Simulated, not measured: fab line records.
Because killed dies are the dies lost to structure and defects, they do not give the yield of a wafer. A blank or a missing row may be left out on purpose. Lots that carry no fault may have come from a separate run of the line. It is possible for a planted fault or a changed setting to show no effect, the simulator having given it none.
Split-lot study | flow n5 finfet | route with 1938 steps; 7 lots, 21 wafers read

## THE SPLIT
At N5_BEOL_M8_COAT_59 (time 60 s, resist thk 100 nm), the setting spin rpm was moved away from the recipe's 1500 rpm on 4 of the 21 wafers read, by -8.4% to +7.1%. For the rest of the wafers, this setting stayed at what the recipe calls for.

## FROM THE SPLIT TO THE READING: what the file shows between them, 3 steps
- N5_BEOL_M8_DEVELOP_10: develop time 30 s (also split here: develop time s)
- N5_BEOL_M8_DESCUM_16: chemistry O2, time 7.9 s
- N5_BEOL_M8_ETCH_61: etches SiARC in CF4, target depth 45.5 nm, time 75.8 s

## THE READING
etch.depth nm (the simulator's own value, which no gauge read), in nm, at N5_BEOL_M8_ETCH_62 (etches SOC in N2/H2, target depth 110 nm, overetch 22 nm, time 165 s). No usual value for it is given in the file. Across the 17 wafers here that went through the recipe, the average is 100.12 nm and the standard deviation 0.28 nm.

wafer  | tool, chamber at the split | spin rpm as run, rpm | against the recipe | etch.depth nm, nm | against lot-mates on the recipe
L077.1 | litho track-02, 0          | 1374                 | -8.4%              | 104.9             | +4.70
L077.6 | litho track-02, 0          | 1374                 | -8.4%              | 104.9             | +4.70
L077.5 | litho track-02, 0          | 1500                 | recipe             | 100.2             | -
L078.3 | litho track-02, 0          | 1500                 | recipe             | 100.3             | -
L078.4 | litho track-02, 0          | 1500                 | recipe             | 100.3             | -
L078.5 | litho track-02, 0          | 1500                 | recipe             | 100.2             | -
L076.2 | litho track-03, 0          | 1500                 | recipe             | 100.6             | -
L076.5 | litho track-03, 0          | 1500                 | recipe             | 100.6             | -
L076.6 | litho track-03, 0          | 1500                 | recipe             | 100.6             | -
L086.3 | litho track-03, 0          | 1500                 | recipe             | 99.78             | -
L086.4 | litho track-03, 0          | 1500                 | recipe             | 100               | -
L086.6 | litho track-03, 0          | 1500                 | recipe             | 99.79             | -
L087.3 | litho track-02, 0          | 1500                 | recipe             | 99.92             | -
L087.5 | litho track-02, 0          | 1500                 | recipe             | 99.95             | -
L087.6 | litho track-02, 0          | 1500                 | recipe             | 100               | -
L089.2 | litho track-03, 0          | 1500                 | recipe             | 100.2             | -
L089.4 | litho track-03, 0          | 1564                 | +4.3%              | 97.94             | -2.00
L089.6 | litho track-03, 0          | 1500                 | recipe             | 99.67             | -
L096.2 | litho track-03, 0          | 1500                 | recipe             | 100               | -
L096.5 | litho track-03, 0          | 1606                 | +7.1%              | 96.5              | -3.50
L096.6 | litho track-03, 0          | 1500                 | recipe             | 99.99             | -

FIT RESULTS
A straight line over all 21 wafers: etch.depth nm changes by -0.549 nm for each +1% of spin rpm; r = -0.99; the points scatter about the line by 0.28 nm.
The same after taking each lot's own level away (the mean of its wafers on the recipe; 21 wafers): -0.535 nm for each +1%; r = -1.00; scatter 0.14 nm.
According to that fit, moving spin rpm by its largest amount changes the reading by 4.5 nm.
The span of the lots' own levels, 99.857 to 100.600 nm, comes to 2.7 times the standard deviation stated above.
The two slopes are in agreement: the lot-to-lot level therefore moves the slope only a little.
Check: for one of the wafers moved furthest among these (-8.4%), held out of the fit, the line's prediction against its lot-mates is +4.45 nm. Against them it came out at +4.7 nm.

## THE OTHER SPLITS THESE WAFERS WENT THROUGH
Other splits were also applied to these wafers ahead of the reading. Each is held against what the fit with the lots' levels taken away leaves over:
other split on the same wafers       | wafers away from the commonest value | r with etch.depth nm (lot level and that fit taken away)
N5_BEOL_M4_COAT_05 spin rpm          | 7                                    | -0.13
N5_BEOL_M5_VIA_ETCH_34 source w      | 5                                    | +0.11
N5_BEOL_M5_TRENCH_ETCH_37 source w   | 9                                    | -0.17
N5_BEOL_M6_ETCH_62 time s            | 10                                   | -0.09
N5_BEOL_M6_COAT_22 spin rpm          | 7                                    | +0.03
N5_BEOL_M6_ETCH_66 bias w            | 7                                    | +0.05
N5_BEOL_M8_DEVELOP_10 develop time s | 7                                    | +0.34

## THE WHOLE CHAIN: every reading that the file lists as answering this split, in the file's order
step               | what it does                                                         | reading                                                                        | change (the file's fit)               | r (the file's)
N5_BEOL_M8_COAT_59 | time 60 s, resist thk 100 nm                                         | SOC_of_BEOL_M8_COAT_59.thk nm (the simulator's own value, which no gauge read) | -0.51 nm for each +1% of the setting  | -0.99
N5_BEOL_M8_ETCH_62 | etches SOC in N2/H2, target depth 110 nm, overetch 22 nm, time 165 s | etch.depth nm (the simulator's own value, which no gauge read)                 | -0.521 nm for each +1% of the setting | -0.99

## FILE'S OWN FIT
etch.depth nm changes by -0.521 nm for each +1% of spin rpm, r = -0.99.
